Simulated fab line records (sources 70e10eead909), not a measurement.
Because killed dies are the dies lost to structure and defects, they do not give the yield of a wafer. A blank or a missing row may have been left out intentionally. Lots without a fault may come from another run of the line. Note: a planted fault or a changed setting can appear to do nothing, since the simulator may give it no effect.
Chamber matching	flow nand_harc	4 sister chambers for NHARC_A_STAIRCASE_ALD_420 on ald_hk-01
The step deposits SiO2, target thk 20 nm, pulse time 6 s, ald cycles 200. 8 wafers are shown with their chamber, then 10 later ones without.

== WAFERS, EACH WITH ITS CHAMBER ==
wafer	chamber	heater_power_w (W)	precursor_pulse_height_rel
L081.5	2	444	1.017
L081.6	3	456	0.994
L083.5	0	535	1.002
L085.2	2	443	0.990
L085.3	0	529	1.001
L085.4	1	383	1.004
L086.3	1	385	1.005
L086.4	3	469	0.979

== WAFERS WHOSE CHAMBER IS MISSING ==
wafer	heater_power_w (W)	precursor_pulse_height_rel
L086.6	428	0.982
L088.2	455	0.976
L088.5	436	0.998
L088.6	380	1.011
L093.2	523	1.001
L093.4	383	0.976
L093.5	440	0.988
L096.1	532	1.024
L096.3	458	0.985
L096.5	420	0.982

== CHAMBER TAKEN BY EACH ==
wafer	from the rows above	in truth
L086.6	2	2
L088.2	can't be placed: 3 or 2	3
L088.5	2	2
L088.6	1	1
L093.2	0	0
L093.4	1	1
L093.5	2	2
L096.1	0	0
L096.3	3	3
L096.5	2	2
Correctly placed: 9 of 10. Not placeable from these rows: 1 (in 1, the candidates include the true chamber). Wrongly placed: 0.
How it was worked out, from the rows above alone: a wafer's distance from a chamber is the root of the sum, over the readings, of the square of ((its reading less the chamber's mean) divided by the reading's scatter). If the next closest chamber is less than 2 further off than the closest, the wafer can't be placed; otherwise it belongs to the closest. The mean given for a chamber averages the wafers shown for that chamber. The scatter is the square root of a quotient: the sum, over the shown wafers, of each reading's squared deviation from its chamber's mean, divided by wafers minus chambers.
